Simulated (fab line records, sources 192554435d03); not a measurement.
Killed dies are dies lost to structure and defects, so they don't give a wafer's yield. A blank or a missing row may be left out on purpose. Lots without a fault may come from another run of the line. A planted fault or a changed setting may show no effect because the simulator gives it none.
Chamber matching | flow n5_finfet | N5_PASSIVATION_STRIP_48 on rie_diel-03: 4 sister chambers
The step strips in O2. 14 wafers are shown with their chamber, then 7 later ones without.

WAFERS WITH THEIR CHAMBER
wafer  | chamber | showerhead_plenum_p_Torr (Torr) | drypump_motor_current_A (A) | throttle_valve_pct (%)
L676.1 | 1       | 2.00                            | 5.79                        | 16.99
L676.4 | 2       | 2.14                            | 5.95                        | 16.73
L676.6 | 2       | 2.14                            | 5.92                        | 16.81
L679.2 | 1       | 2.01                            | 5.79                        | 17.04
L679.3 | 2       | 2.14                            | 6.02                        | 16.80
L679.5 | 1       | 2.00                            | 5.80                        | 16.97
L678.2 | 2       | 2.14                            | 5.95                        | 16.87
L678.4 | 3       | 1.96                            | 5.67                        | 16.65
L678.6 | 0       | 2.07                            | 5.51                        | 16.44
L683.3 | 3       | 1.95                            | 5.67                        | 16.64
L683.5 | 2       | 2.13                            | 5.97                        | 16.46
L683.6 | 1       | 2.00                            | 5.77                        | 17.03
L686.1 | 3       | 1.95                            | 5.65                        | 16.55
L686.4 | 1       | 2.00                            | 5.76                        | 17.02

SIGNATURES (means of the wafers above)
reading                  | chamber 0 | chamber 1 | chamber 2 | chamber 3 | scatter within a chamber
showerhead_plenum_p_Torr | 2.0700    | 2.0020    | 2.1380    | 1.9533    | 0.00476
drypump_motor_current_A  | 5.5100    | 5.7820    | 5.9620    | 5.6633    | 0.0261
throttle_valve_pct       | 16.4400   | 17.0100   | 16.7340   | 16.6133   | 0.106
Rule: a wafer's distance from a chamber is the root of the sum, over the readings, of the square of ((its reading less the chamber's mean) divided by the reading's scatter). The wafer belongs to the nearest chamber; if the next one is less than 2 further off, it can't be placed. The scatter: the root of (the sum of the squares of (reading less its chamber's mean) over the shown wafers, divided by (wafers less chambers)).

WAFERS WITHOUT THEIR CHAMBER
wafer  | showerhead_plenum_p_Torr (Torr) | drypump_motor_current_A (A) | throttle_valve_pct (%)
L686.5 | 1.99                            | 5.80                        | 17.06
L694.2 | 2.05                            | 5.52                        | 16.51
L694.3 | 1.99                            | 5.79                        | 17.11
L694.5 | 2.05                            | 5.54                        | 16.57
L699.4 | 2.05                            | 5.52                        | 16.54
L699.5 | 1.94                            | 5.63                        | 16.64
L699.6 | 2.12                            | 5.98                        | 16.46

WHICH CHAMBER EACH WENT THROUGH
wafer  | from the rows above | in truth
L686.5 | 1                   | 1
L694.2 | 0                   | 0
L694.3 | 1                   | 1
L694.5 | 0                   | 0
L699.4 | 0                   | 0
L699.5 | 3                   | 3
L699.6 | 2                   | 2
Placed correctly: 7 of 7. Can't be placed from these rows: 0. Placed wrongly: 0.
